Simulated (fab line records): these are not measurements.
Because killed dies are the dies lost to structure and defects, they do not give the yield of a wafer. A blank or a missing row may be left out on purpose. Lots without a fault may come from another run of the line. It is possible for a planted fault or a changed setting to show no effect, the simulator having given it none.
fab line records	flow n5Finfet
record: lots: 12	wafers: 35	lastDay: 18
route steps=1938 shown HKMG_FIN@387 PASSIVATION@1936
lots that met no fault: from a run of the same line without faults
startH: hours from the record's opening day to when the first of the lot's shown wafers began	waitH: time in hours since the lot's previous step	" the same as in the row above	L1.1+2: one row covering several wafers at once	- no value, or no start was given	* or withheld: withheld	< > ~ a bound
route shown NAME@n: NAME is a module with steps in the file, n the number in the route of the first one	usual: the fault-free wafers' mean and standard deviation	same: alike in all rows	chamber/n: place in a boat	sites: readings site by site	_std_site: standard deviation of those values	_edge_site: outer sites' mean less inner sites'	radiusMm: how far each site lies from the wafer's centre	mask NAME#n: copy n	behind: tool/chamber where the wafer was last shaped	hold: reason for holding the lot/hours on hold/outcome of the hold	device: whichever transistor did not switch (one of n, p or np)	end of line: the same wafers' tests at the end of the route	a step without rows: its recipe alone	killed: count of dies lost to structure and defects at first sort (not the wafer's yield)	map: per-die view of a wafer (x killed, . not killed, _ where there is no die)
set.NAME: the setting that was run; set.NAME@STEP: the one run at that earlier step	model.NAME: the simulator's own value behind a step, which no gauge read
steps of the route over a sample of lots; a table a step, a row a wafer
services: the hour from which a tool's chamber was out of use, counted from the record's first day as startH (under 0 if before that day), plus the number of hours and why
== steps ==
step: N5_HKMG_FIN_HK_ANNEAL_02
recipe: tempC: 700	timeS: 30	ambient: N2	idleTempC: 600	rampUpCPerS: 150	rampDownCPerS: 60	coolToC: 600
usual: lampPowerPct: 8.80/0.056	lamp_zone_1_pct: 8.798/0.011	wafer_temp_C_max: 703.0/0.65
lot.wafer	tool	chamber	startH	waitH	lampPowerPct	lamp_zone_1_pct	wafer_temp_C_max
L931.2	rtpAnneal-02	0	78.70	0.1	8.88	8.795	703.1
L931.3	"	0	"	"	8.89	8.804	703.0
L931.6	"	0	"	"	8.77	8.804	703.8
L932.1	rtpAnneal-02	0	91.11	0.2	8.83	8.778	702.8
L932.3	"	0	"	"	8.77	8.795	702.1
L932.6	"	0	"	"	8.89	8.780	702.9
L933.2	rtpAnneal-01	0	95.47	0.2	8.76	8.795	702.8
L933.6	"	0	"	"	8.73	8.794	703.1
L934.2	rtpAnneal-01	0	98.19	0.2	8.83	8.783	702.6
L934.3	"	0	"	"	8.82	8.792	703.2
L934.5	"	0	"	"	8.81	8.808	703.4
L936.1	rtpAnneal-02	0	107.66	0.2	8.81	8.811	702.7
L936.3	"	0	"	"	8.81	8.799	702.8
L936.5	"	0	"	"	8.70	8.793	703.1
L937.1	rtpAnneal-01	0	114.15	0.1	8.88	8.782	703.2
L937.2	"	0	"	"	8.81	8.790	703.2
L937.4	"	0	"	"	8.77	8.798	702.0
L939.1	rtpAnneal-02	0	126.67	0.1	8.82	8.784	702.4
L939.5	"	0	"	"	8.77	8.796	702.4
L939.6	"	0	"	"	8.77	8.804	702.0
L941.1	rtpAnneal-01	0	139.93	0.1	8.75	8.792	702.6
L941.3	"	0	"	"	8.89	8.782	702.1
L941.5	"	0	"	"	8.78	8.811	702.1
L947.2	rtpAnneal-02	0	173.57	0.1	8.83	8.800	704.5
L947.3	"	0	"	"	8.87	8.812	702.4
L947.5	"	0	"	"	8.71	8.806	702.8
L948.1	rtpAnneal-01	0	180.17	0.2	8.84	8.802	703.7
L948.2	"	0	"	"	8.84	8.800	702.7
L948.5	"	0	"	"	8.73	8.786	704.3
L952.4	rtpAnneal-01	0	204.69	0.4	8.70	8.834	703.1
L952.5	"	0	"	"	8.84	8.796	703.7
L952.6	"	0	"	"	8.89	8.805	703.2
L953.2	rtpAnneal-02	0	212.41	0.1	8.83	8.797	704.4
L953.3	"	0	"	"	8.78	8.773	703.3
L953.6	"	0	"	"	8.86	8.796	703.2
step: N5_HKMG_FIN_COAT_43
recipe: resist: CAR-ArF	spinRpm: 1500	resistThkNm: 90
usual: chillPlateTempC: 23.00/0.13	spinSpeedRpm: 1500.0/1.1
lot.wafer	tool	chamber	startH	waitH	chillPlateTempC	spinSpeedRpm
L931.2	lithoTrack-03	0	79.08	-	22.90	1499.8
L931.3	"	0	"	"	22.83	1497.7
L931.6	"	0	"	"	23.04	1498.2
L932.1	lithoTrack-02	0	91.51	-	22.89	1498.7
L932.3	"	0	"	"	23.01	1500.7
L932.6	"	0	"	"	22.82	1500.2
L933.2	lithoTrack-02	0	95.83	-	23.05	1500.6
L933.6	"	0	"	"	23.24	1501.7
L934.2	lithoTrack-02	0	98.57	-	22.79	1500.6
L934.3	"	0	"	"	22.88	1500.7
L934.5	"	0	"	"	23.11	1501.2
L936.1	lithoTrack-03	0	108.05	-	23.10	1503.2
L936.3	"	0	"	"	23.09	1500.8
L936.5	"	0	"	"	23.17	1499.5
L937.1	lithoTrack-02	0	114.54	-	23.18	1500.1
L937.2	"	0	"	"	23.05	1498.9
L937.4	"	0	"	"	23.09	1500.3
L939.1	lithoTrack-03	0	127.06	-	22.99	1500.8
L939.5	"	0	"	"	23.12	1499.3
L939.6	"	0	"	"	23.03	1501.1
L941.1	lithoTrack-04	0	140.34	-	23.08	1500.3
L941.3	"	0	"	"	23.11	1498.4
L941.5	"	0	"	"	23.05	1500.5
L947.2	lithoTrack-02	0	173.93	-	23.27	1563.5
L947.3	"	0	"	"	23.11	1563.0
L947.5	"	0	"	"	23.28	1562.4
L948.1	lithoTrack-02	0	180.58	-	22.94	1562.8
L948.2	"	0	"	"	22.78	1564.5
L948.5	"	0	"	"	22.89	1564.9
L952.4	lithoTrack-03	0	205.00	-	23.13	1499.4
L952.5	"	0	"	"	22.84	1499.5
L952.6	"	0	"	"	23.07	1499.5
L953.2	lithoTrack-03	0	212.77	-	22.88	1501.4
L953.3	"	0	"	"	22.85	1501.4
L953.6	"	0	"	"	23.04	1499.8
step: N5_HKMG_FIN_OVL_MEAS_50
recipe: pointsPerWafer: 44
usual: NDIPOLE_OVL: 0.1/0.69
lot.wafer	tool	chamber	startH	waitH	NDIPOLE_OVL[nm]
L931.2	overlay-01	0	79.47	0.0	0.3
L931.3	"	0	"	"	-0.7
L931.6	"	0	"	"	0.8
L932.1	overlay-02	0	91.77	0.0	0.5
L932.3	"	0	"	"	0.6
L932.6	"	0	"	"	-0.2
L933.2	overlay-02	0	96.10	0.0	-0.6
L933.6	"	0	"	"	-0.4
L934.2	overlay-01	0	98.97	0.0	0.5
L934.3	"	0	"	"	0.9
L934.5	"	0	"	"	0.4
L936.1	overlay-02	0	108.44	0.0	-1.1
L936.3	"	0	"	"	-1.0
L936.5	"	0	"	"	-0.7
L937.1	overlay-02	0	114.81	0.0	-0.7
L937.2	"	0	"	"	0.3
L937.4	"	0	"	"	0.4
L939.1	overlay-01	0	127.46	0.0	-0.6
L939.5	"	0	"	"	-0.3
L939.6	"	0	"	"	-1.3
L941.1	overlay-01	0	140.60	0.0	0.0
L941.3	"	0	"	"	-0.5
L941.5	"	0	"	"	-0.8
L947.2	overlay-02	0	174.20	0.0	0.6
L947.3	"	0	"	"	0.9
L947.5	"	0	"	"	1.2
L948.1	overlay-01	0	180.99	0.0	0.6
L948.2	"	0	"	"	0.0
L948.5	"	0	"	"	0.8
L952.4	overlay-01	0	205.39	0.0	-0.1
L952.5	"	0	"	"	0.0
L952.6	"	0	"	"	-1.2
L953.2	overlay-02	0	213.16	0.0	-1.2
L953.3	"	0	"	"	-0.5
L953.6	"	0	"	"	-1.4
step: N5_HKMG_FIN_ETCH_55
recipe: chemistry: N2/H2	target: SOC	targetDepthA: 2400	tempC: 40	timeS: 300	ionEnergyEv: 200	maskMaterial: SiARC	pressureMtorr: 30	sourceW: 840	biasW: 150	n2FlowSccm: 200	h2FlowSccm: 200
usual: drypumpMotorCurrentA: 5.9/0.45	oesProductAu: 0.77/0.074	rfVppV: 524.0/2.6	showerheadPlenumPTorr: 2.54/0.089	throttleValvePct: 17.80/0.21
lot.wafer	tool	chamber	startH	waitH	drypumpMotorCurrentA	oesProductAu	rfHoursCounterH	rfVppV	showerheadPlenumPTorr	throttleValvePct
L931.2	rieDiel-06	0	79.62	0.0	6.4	0.80	89	523.9	2.58	17.73
L931.3	"	1	"	"	5.7	0.87	44	521.0	2.48	17.58
L931.6	"	0	"	"	6.4	0.78	-	523.8	2.58	17.72
L932.1	rieDiel-04	3	91.92	0.0	5.8	0.72	217	519.7	2.42	17.56
L932.3	"	1	"	"	5.9	0.69	220	525.3	2.62	17.89
L932.6	"	0	"	"	5.9	0.94	-	527.7	2.73	18.06
L933.2	rieDiel-04	0	96.25	0.0	5.9	0.92	9	527.9	2.73	18.06
L933.6	"	1	"	"	5.8	0.69	-	526.3	2.61	17.89
L934.2	rieDiel-06	1	99.11	0.0	5.8	0.86	51	521.0	2.48	17.58
L934.3	"	0	"	"	6.4	0.78	96	524.9	2.58	17.75
L934.5	"	1	"	"	5.8	0.85	-	522.3	2.48	17.58
L936.1	rieDiel-06	2	108.59	0.0	5.0	0.76	181	523.9	2.54	18.01
L936.3	"	0	"	"	6.4	0.78	101	524.6	2.58	17.74
L936.5	"	1	"	"	5.8	0.85	-	521.6	2.48	17.60
L937.1	rieDiel-02	1	114.96	0.0	6.3	0.84	50	525.6	2.58	17.67
L937.2	"	0	"	"	5.8	0.73	156	521.7	2.42	17.59
L937.4	"	0	"	"	5.8	0.73	-	520.5	2.42	17.59
L939.1	rieDiel-02	1	127.63	0.0	6.3	0.82	55	525.6	2.57	17.67
L939.5	"	1	"	"	6.3	0.83	-	524.7	2.57	17.67
L939.6	"	2	"	"	5.9	0.71	-	523.2	2.49	17.65
L941.1	rieDiel-04	0	140.99	0.0	5.9	0.90	22	527.2	2.72	18.11
L941.3	"	1	"	"	5.8	0.69	237	526.0	2.61	17.93
L941.5	"	0	"	"	5.9	0.90	-	527.9	2.72	18.09
L947.2	rieDiel-06	1	174.92	0.0	5.7	0.79	87	521.4	2.47	17.65
L947.3	"	2	"	"	4.9	0.73	212	522.5	2.53	18.07
L947.5	"	1	"	"	5.7	0.79	-	519.7	2.47	17.63
L948.1	rieDiel-02	3	181.33	0.0	6.8	0.66	233	523.8	2.49	18.24
L948.2	"	0	"	"	5.8	0.72	179	521.4	2.41	17.62
L948.5	"	3	"	"	6.8	0.66	-	524.2	2.49	18.25
L952.4	rieDiel-02	1	205.54	0.0	6.4	0.83	67	525.3	2.57	17.70
L952.5	"	0	"	"	5.8	0.71	-	520.1	2.41	17.63
L952.6	"	3	"	"	6.8	0.65	-	522.5	2.49	18.27
L953.2	rieDiel-02	0	213.31	0.0	5.8	0.71	192	518.6	2.41	17.63
L953.3	"	1	"	"	6.3	0.82	70	524.6	2.57	17.69
L953.6	"	3	"	"	6.8	0.65	-	522.2	2.49	18.25
step: N5_PASSIVATION_PROBE_49
usual: killed_at_M0_to_M3: 32/11	killed_at_M4_up: 12/4.4	killedAtContacts: 13/6.1	killedAtFrontEnd: 39/12	killedAtOther: 3.9/3	killedDies: 100/17	killedOpen: 66/12	killedShort: 33/7.4
same: grossDies: 1180	killedAtBackSide: 0
lot.wafer	tool	chamber	startH	waitH	killed_at_M0_to_M3	killed_at_M4_up	killedAtContacts	killedAtFrontEnd	killedAtOther	killedDies	killedOpen	killedShort
L931.2	prober-01	-	293.30	0.1	42	13	2	34	5	96	61	33
L931.3	prober-01	-	293.35	0.1	55	8	4	47	4	118	67	48
L931.6	prober-01	-	293.50	0.3	26	8	10	34	3	81	53	25
L932.1	prober-01	-	308.97	0.0	31	21	4	30	4	90	60	30
L932.3	prober-01	-	309.07	0.1	26	12	14	44	7	103	67	33
L932.6	prober-01	-	309.22	0.3	28	17	16	33	0	94	67	27
L934.2	prober-02	-	309.98	0.1	35	17	11	50	2	115	69	43
L934.3	prober-02	-	310.03	0.1	19	15	19	43	4	100	58	38
L934.5	prober-02	-	310.13	0.2	19	10	20	34	3	86	59	23
L937.1	prober-01	-	322.64	0.0	31	5	13	39	4	92	55	35
L937.2	prober-01	-	322.69	0.1	33	3	7	58	1	102	69	33
L937.4	prober-01	-	322.79	0.2	51	5	18	19	5	98	62	36
L933.2	prober-01	-	325.23	0.1	40	7	18	38	8	111	80	29
L933.6	prober-01	-	325.43	0.3	37	10	10	40	2	99	61	35
L936.1	prober-01	-	327.16	0.0	17	12	19	45	3	96	64	25
L936.3	prober-01	-	327.26	0.1	36	16	8	36	5	101	65	36
L936.5	prober-01	-	327.36	0.2	26	14	15	49	4	108	69	39
L939.1	prober-02	-	336.35	0.0	39	10	9	24	1	83	58	25
L939.5	prober-02	-	336.55	0.2	26	16	2	38	6	88	60	27
L939.6	prober-02	-	336.60	0.3	23	13	3	23	3	65	43	22
L941.1	prober-01	-	347.92	0.0	56	10	16	36	1	119	84	33
L941.3	prober-01	-	348.02	0.1	47	10	23	52	2	134	83	50
L941.5	prober-01	-	348.12	0.2	68	16	34	31	1	150	100	47
L947.2	prober-02	-	378.28	0.1	33	7	13	34	2	89	57	31
L947.3	prober-02	-	378.33	0.1	31	14	9	39	8	101	62	36
L947.5	prober-02	-	378.43	0.2	26	8	4	28	4	70	40	30
L948.1	prober-01	-	396.01	0.0	47	7	12	59	3	128	75	39
L948.2	prober-01	-	396.06	0.1	34	9	9	68	1	121	76	44
L948.5	prober-01	-	396.21	0.2	30	2	20	44	4	100	72	27
L953.2	prober-02	-	422.30	0.1	21	9	17	40	8	95	68	22
L953.3	prober-02	-	422.35	0.1	35	10	12	52	10	119	74	44
L953.6	prober-02	-	422.50	0.3	19	14	12	36	15	96	62	32
L952.4	prober-01	-	432.62	0.2	28	8	14	51	9	110	76	29
L952.5	prober-01	-	432.67	0.2	39	13	10	47	5	114	72	42
L952.6	prober-01	-	432.72	0.3	35	5	22	54	7	123	84	39
killed by level:class
L931.2 BEOL_M0_SAQP:geometricParticle:short=11 BEOL_M0_SAQP:geometricParticle:open=10 STI_FIN_REVEAL:geometricParticle:open=9 BEOL_M2:geometricParticle:open=9 BEOL_M4:geometricParticle:open=8 FIN_SAQP:geometricParticle:open=6 BEOL_M3:geometricParticle:open=6 STI_FIN_REVEAL:geometricParticle:short=5
L931.3 BEOL_M0_SAQP:geometricParticle:short=13 STI_FIN_REVEAL:geometricParticle:open=11 BEOL_M0_SAQP:geometricParticle:open=11 FIN_SAQP:geometricParticle:open=8 BEOL_M2:geometricParticle:open=7 GATE_CUT:geometricParticle:short=6 BEOL_M3:geometricParticle:open=5 BEOL_M4:geometricParticle:open=5
L931.6 STI_FIN_REVEAL:geometricParticle:open=10 MOL_CONTACT_COAG:geometricParticle:open=9 FIN_SAQP:geometricParticle:short=5 BEOL_M3:geometricParticle:open=5 FIN_SAQP:geometricParticle:open=4 BEOL_M0_SAQP:geometricParticle:short=4 BEOL_M1:geometricParticle:open=4 DUMMY_GATE:geometricParticle:open=3
L932.1 BEOL_M4:geometricParticle:open=10 BEOL_M2:geometricParticle:open=9 GATE_CUT:geometricParticle:short=8 BEOL_M0_SAQP:geometricParticle:short=6 FIN_SAQP:geometricParticle:open=5 BEOL_M1:geometricParticle:open=5 ILD0:geometricParticle:short=4 BEOL_M0_SAQP:geometricParticle:open=4
L932.3 STI_FIN_REVEAL:geometricParticle:open=11 MOL_CONTACT_COAG:geometricParticle:open=11 BEOL_M1:geometricParticle:open=8 BEOL_M2:geometricParticle:open=7 FIN_SAQP:geometricParticle:short=5 DUMMY_GATE:geometricParticle:open=5 BEOL_M1:geometricParticle:short=5 ILD0:geometricParticle:open=4
L932.6 MOL_CONTACT_COAG:geometricParticle:open=13 BEOL_M1:geometricParticle:open=11 FIN_SAQP:geometricParticle:short=9 BEOL_M4:geometricParticle:open=6 FIN_SAQP:geometricParticle:open=5 STI_FIN_REVEAL:geometricParticle:open=5 BEOL_M0_SAQP:geometricParticle:open=5 BEOL_M2:geometricParticle:open=5
L934.2 FIN_SAQP:geometricParticle:open=19 BEOL_M0_SAQP:geometricParticle:short=11 FIN_SAQP:geometricParticle:short=10 MOL_CONTACT_COAG:geometricParticle:open=7 BEOL_M2:geometricParticle:open=6 DUMMY_GATE:geometricParticle:open=5 BEOL_M0_SAQP:geometricParticle:open=5 BEOL_M3:geometricParticle:open=5
L934.3 FIN_SAQP:geometricParticle:open=14 MOL_CONTACT_COAG:geometricParticle:open=13 BEOL_M0:geometricParticle:open=5 BEOL_M5:geometricParticle:short=5 STI_FIN_REVEAL:geometricParticle:open=4 BEOL_M0_SAQP:geometricParticle:short=4 DUMMY_GATE:geometricParticle:open=4 ILD0:geometricParticle:short=4
L934.5 MOL_CONTACT_COAG:geometricParticle:open=18 FIN_SAQP:geometricParticle:open=10 FIN_SAQP:geometricParticle:short=8 STARTING-WAFER:geometricParticle:open=6 BEOL_M0_SAQP:geometricParticle:open=5 DUMMY_GATE:geometricParticle:open=4 BEOL_M4:geometricParticle:open=4 BEOL_M0_SAQP:geometricParticle:short=3
L937.1 MOL_CONTACT_COAG:geometricParticle:open=11 BEOL_M0_SAQP:geometricParticle:short=8 STI_FIN_REVEAL:geometricParticle:open=6 DUMMY_GATE:geometricParticle:open=6 GATE_CUT:geometricParticle:short=6 BEOL_M0:geometricParticle:open=5 STARTING-WAFER:geometricParticle:open=5 GATE_CUT:geometricParticle:open=4
L937.2 STI_FIN_REVEAL:geometricParticle:open=18 FIN_SAQP:geometricParticle:open=13 BEOL_M0_SAQP:geometricParticle:open=12 BEOL_M0_SAQP:geometricParticle:short=11 FIN_SAQP:geometricParticle:short=9 MOL_CONTACT_COAG:geometricParticle:open=6 BEOL_M3:geometricParticle:open=5 GATE_CUT:geometricParticle:short=4
L937.4 MOL_CONTACT_COAG:geometricParticle:open=14 BEOL_M0_SAQP:geometricParticle:open=11 BEOL_M0_SAQP:geometricParticle:short=11 BEOL_M3:geometricParticle:open=10 BEOL_M1:geometricParticle:open=6 BEOL_M3:geometricParticle:short=5 MOL_CONTACT_COAG:geometricParticle:short=4 FIN_SAQP:geometricParticle:short=3
L933.2 BEOL_M1:geometricParticle:open=11 BEOL_M2:geometricParticle:open=11 FIN_SAQP:geometricParticle:open=10 MOL_CONTACT_COAG:geometricParticle:open=9 MOL_CONTACT_COAG:geometricParticle:short=8 BEOL_M0_SAQP:geometricParticle:open=7 BEOL_M3:geometricParticle:open=5 STI_FIN_REVEAL:geometricParticle:open=4
L933.6 FIN_SAQP:geometricParticle:short=14 BEOL_M1:geometricParticle:open=10 MOL_CONTACT_COAG:geometricParticle:open=8 BEOL_M0_SAQP:geometricParticle:open=7 DUMMY_GATE:geometricParticle:open=5 GATE_CUT:geometricParticle:short=5 BEOL_M0_SAQP:geometricParticle:short=5 BEOL_M8:geometricParticle:open=4
L936.1 MOL_CONTACT_COAG:geometricParticle:open=16 STI_FIN_REVEAL:geometricParticle:open=15 STI_FIN_REVEAL:geometricParticle:short=6 BEOL_M4:geometricParticle:open=6 HKMG_FIN:areaEtch=6 BEOL_M0_SAQP:geometricParticle:open=4 FIN_SAQP:geometricParticle:short=4 GATE_CUT:geometricParticle:short=4
L936.3 BEOL_M0:geometricParticle:open=14 GATE_CUT:geometricParticle:short=9 BEOL_M4:geometricParticle:open=8 STI_FIN_REVEAL:geometricParticle:open=7 BEOL_M1:geometricParticle:open=6 MOL_CONTACT_COAG:geometricParticle:open=5 FIN_SAQP:geometricParticle:short=4 BEOL_M3:geometricParticle:open=4
L936.5 STI_FIN_REVEAL:geometricParticle:open=15 FIN_SAQP:geometricParticle:short=13 MOL_CONTACT_COAG:geometricParticle:open=12 BEOL_M0_SAQP:geometricParticle:short=8 BEOL_M0_SAQP:geometricParticle:open=8 BEOL_M4:geometricParticle:open=8 GATE_CUT:geometricParticle:short=6 FIN_SAQP:geometricParticle:open=4
L939.1 BEOL_M3:geometricParticle:open=10 MOL_CONTACT_COAG:geometricParticle:open=6 BEOL_M0:geometricParticle:short=6 STI_FIN_REVEAL:geometricParticle:open=5 BEOL_M1:geometricParticle:open=5 FIN_SAQP:geometricParticle:open=4 DUMMY_GATE:geometricParticle:open=4 BEOL_M0_SAQP:geometricParticle:short=4
L939.5 STI_FIN_REVEAL:geometricParticle:open=14 BEOL_M0_SAQP:geometricParticle:open=6 DUMMY_GATE:geometricParticle:open=5 GATE_CUT:geometricParticle:short=5 BEOL_M0_SAQP:geometricParticle:short=5 STARTING-WAFER:geometricParticle:open=5 BEOL_M4:geometricParticle:open=4 BEOL_M3:geometricParticle:open=4
L939.6 BEOL_M3:geometricParticle:open=8 BEOL_M0_SAQP:geometricParticle:open=5 STI_FIN_REVEAL:geometricParticle:open=4 BEOL_M0:geometricParticle:short=4 FIN_SAQP:geometricParticle:open=3 FIN_SAQP:geometricParticle:short=3 MOL_CONTACT_COAG:geometricParticle:open=3 BEOL_M2:geometricParticle:short=3
L941.1 STI_FIN_REVEAL:geometricParticle:open=14 BEOL_M0_SAQP:geometricParticle:open=12 MOL_CONTACT_COAG:geometricParticle:open=12 BEOL_M2:geometricParticle:open=11 BEOL_M0_SAQP:geometricParticle:short=11 BEOL_M1:geometricParticle:open=8 BEOL_M3:geometricParticle:open=8 DUMMY_GATE:geometricParticle:open=7
L941.3 STI_FIN_REVEAL:geometricParticle:open=24 BEOL_M0_SAQP:geometricParticle:open=16 BEOL_M0_SAQP:geometricParticle:short=15 MOL_CONTACT_COAG:geometricParticle:open=14 MOL_CONTACT_COAG:geometricParticle:short=9 BEOL_M2:geometricParticle:open=8 STI_FIN_REVEAL:geometricParticle:short=7 BEOL_M4:geometricParticle:open=6
L941.5 MOL_CONTACT_COAG:geometricParticle:open=30 BEOL_M0_SAQP:geometricParticle:short=27 BEOL_M0_SAQP:geometricParticle:open=17 STI_FIN_REVEAL:geometricParticle:open=15 BEOL_M2:geometricParticle:open=10 BEOL_M4:geometricParticle:open=5 MOL_CONTACT_COAG:geometricParticle:short=4 BEOL_M3:geometricParticle:open=4
L947.2 STI_FIN_REVEAL:geometricParticle:open=12 BEOL_M2:geometricParticle:open=9 MOL_CONTACT_COAG:geometricParticle:open=8 FIN_SAQP:geometricParticle:short=6 MOL_CONTACT_COAG:geometricParticle:short=4 BEOL_M0_SAQP:geometricParticle:short=4 BEOL_M0_SAQP:geometricParticle:open=4 BEOL_M1:geometricParticle:open=4
L947.3 FIN_SAQP:geometricParticle:open=10 BEOL_M0_SAQP:geometricParticle:open=10 BEOL_M4:geometricParticle:open=8 GATE_CUT:geometricParticle:short=7 MOL_CONTACT_COAG:geometricParticle:open=7 BEOL_M0_SAQP:geometricParticle:short=7 FIN_SAQP:geometricParticle:short=5 STI_FIN_REVEAL:geometricParticle:open=5
L947.5 FIN_SAQP:geometricParticle:short=6 BEOL_M3:geometricParticle:open=5 STARTING-WAFER:geometricParticle:short=5 FIN_SAQP:geometricParticle:open=4 BEOL_M0_SAQP:geometricParticle:short=4 BEOL_M2:geometricParticle:open=4 BEOL_M4:geometricParticle:open=4 STI_FIN_REVEAL:geometricParticle:open=3
L948.1 FIN_CUT:areaEtch=13 FIN_SAQP:geometricParticle:short=12 FIN_SAQP:geometricParticle:open=10 MOL_CONTACT_COAG:geometricParticle:open=10 BEOL_M0_SAQP:geometricParticle:short=9 BEOL_M0_SAQP:geometricParticle:open=9 BEOL_M1:geometricParticle:open=8 BEOL_M3:geometricParticle:open=8
L948.2 FIN_SAQP:geometricParticle:open=18 STI_FIN_REVEAL:geometricParticle:open=17 GATE_CUT:geometricParticle:short=11 FIN_SAQP:geometricParticle:short=10 BEOL_M2:geometricParticle:open=7 MOL_CONTACT_COAG:geometricParticle:open=6 BEOL_M0_SAQP:geometricParticle:open=6 BEOL_M3:geometricParticle:open=5
L948.5 FIN_SAQP:geometricParticle:open=16 MOL_CONTACT_COAG:geometricParticle:open=15 BEOL_M1:geometricParticle:open=8 STI_FIN_REVEAL:geometricParticle:open=7 GATE_CUT:geometricParticle:short=6 BEOL_M0_SAQP:geometricParticle:short=5 MOL_CONTACT_COAG:geometricParticle:short=5 FIN_SAQP:geometricParticle:short=4
L953.2 MOL_CONTACT_COAG:geometricParticle:open=14 FIN_SAQP:geometricParticle:open=10 DUMMY_GATE:geometricParticle:open=7 GATE_CUT:geometricParticle:open=6 BEOL_M1:geometricParticle:open=4 GATE_CUT:geometricParticle:short=4 BEOL_M2:geometricParticle:open=4 BEOL_M3:geometricParticle:open=4
L953.3 BEOL_M2:geometricParticle:open=9 DUMMY_GATE:geometricParticle:open=9 GATE_CUT:geometricParticle:open=9 GATE_CUT:geometricParticle:short=9 FIN_SAQP:geometricParticle:open=8 MOL_CONTACT_COAG:geometricParticle:open=8 BEOL_M0_SAQP:geometricParticle:short=8 FIN_SAQP:geometricParticle:short=6
L953.6 MOL_CONTACT_COAG:geometricParticle:open=8 PASS1_CAP:geometricParticle:short=7 DUMMY_GATE:geometricParticle:open=6 GATE_CUT:geometricParticle:open=6 BEOL_M2:geometricParticle:open=5 BEOL_M4:geometricParticle:open=4 GATE_CUT:geometricParticle:short=4 MOL_CONTACT_COAG:geometricParticle:short=4
L952.4 FIN_SAQP:geometricParticle:open=19 MOL_CONTACT_COAG:geometricParticle:open=11 BEOL_M0:geometricParticle:open=6 BEOL_M0_SAQP:geometricParticle:short=5 BEOL_M0_SAQP:geometricParticle:open=5 HKMG_FIN:areaEtch=5 FIN_SAQP:geometricParticle:short=4 DUMMY_GATE:geometricParticle:open=4
L952.5 FIN_SAQP:geometricParticle:open=11 BEOL_M0_SAQP:geometricParticle:open=11 BEOL_M3:geometricParticle:open=9 GATE_CUT:geometricParticle:short=8 BEOL_M0_SAQP:geometricParticle:short=8 BEOL_M4:geometricParticle:open=8 MOL_CONTACT_COAG:geometricParticle:open=6 BEOL_M1:geometricParticle:open=6
L952.6 MOL_CONTACT_COAG:geometricParticle:open=16 BEOL_M2:geometricParticle:open=9 FIN_SAQP:geometricParticle:open=8 STI_FIN_REVEAL:geometricParticle:open=7 BEOL_M3:geometricParticle:open=7 MOL_CONTACT_COAG:geometricParticle:short=6 FIN_SAQP:geometricParticle:short=5 DUMMY_GATE:geometricParticle:open=5
== services ==
tool	chamber	startH	hours	kind
rieDiel-06	0	56.88	6.4	repair
rieDiel-04	-	59.92	0.3	repair
rieDiel-06	3	67.20	121.0	repair
rieDiel-02	3	68.22	5.0	repair
lithoTrack-02	-	84.81	-	consumableReplace:filter
rieDiel-02	2	98.16	2.6	repair
rieDiel-02	3	114.24	1.8	repair
rieDiel-04	-	137.64	1.0	repair
rieDiel-02	-	158.13	14.6	pm
rieDiel-04	1	166.78	-	clean
rieDiel-04	1	166.78	-	consumableReplace:focusRing
rieDiel-04	1	166.78	21.4	scheduledDown
rieDiel-04	1	166.78	21.4	ventCycle
rieDiel-04	3	188.31	-	clean
rieDiel-04	3	188.31	-	consumableReplace:focusRing
rieDiel-04	3	188.31	-	consumableReplace:showerhead
rieDiel-04	3	188.31	15.4	scheduledDown
rieDiel-04	3	188.31	15.4	ventCycle
rieDiel-06	2	189.17	6.4	repair
rieDiel-06	-	195.09	0.2	repair
rieDiel-02	2	211.37	-	clean
rieDiel-02	2	211.37	-	consumableReplace:focusRing
rieDiel-02	2	211.37	23.8	scheduledDown
rieDiel-02	2	211.37	23.8	ventCycle
== key ==
firstSign: step: N5_HKMG_FIN_COAT_43	reading: spinSpeedRpm	direction: up	sigmas: 56	usual: *	struck: *
effect none on later readings
metAt N5_HKMG_FIN_COAT_43
struckLots L947,L948
testerLeftOut L947,L948
baselineLoss: step: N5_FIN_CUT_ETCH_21	wafers: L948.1
notActingAt N5_HKMG_FIN_HK_ANNEAL_02,N5_HKMG_FIN_OVL_MEAS_50,N5_HKMG_FIN_ETCH_55
onsetBetween 114.54 173.93
fault: kind: processParameterDrift	tool: lithoTrack-02	chamber: -	onsetH: 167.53	steps: N5_HKMG_FIN_COAT_43	channel: spinRpm	offset: *	shape: step	endH: 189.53	actsIn: *	stated: *
testerLeftOut: of these lots the tester's yield and bins aren't shown, on N5 and GAA mostly nor the transistor test; their killed dies are dies lost to structure and defects alone, not to doping, threshold or leakage, so they don't give the yield
baselineLoss: these wafers lose ten dies or more at that step, a loss of the line's own and not of a fault; the sort's usual values leave them out
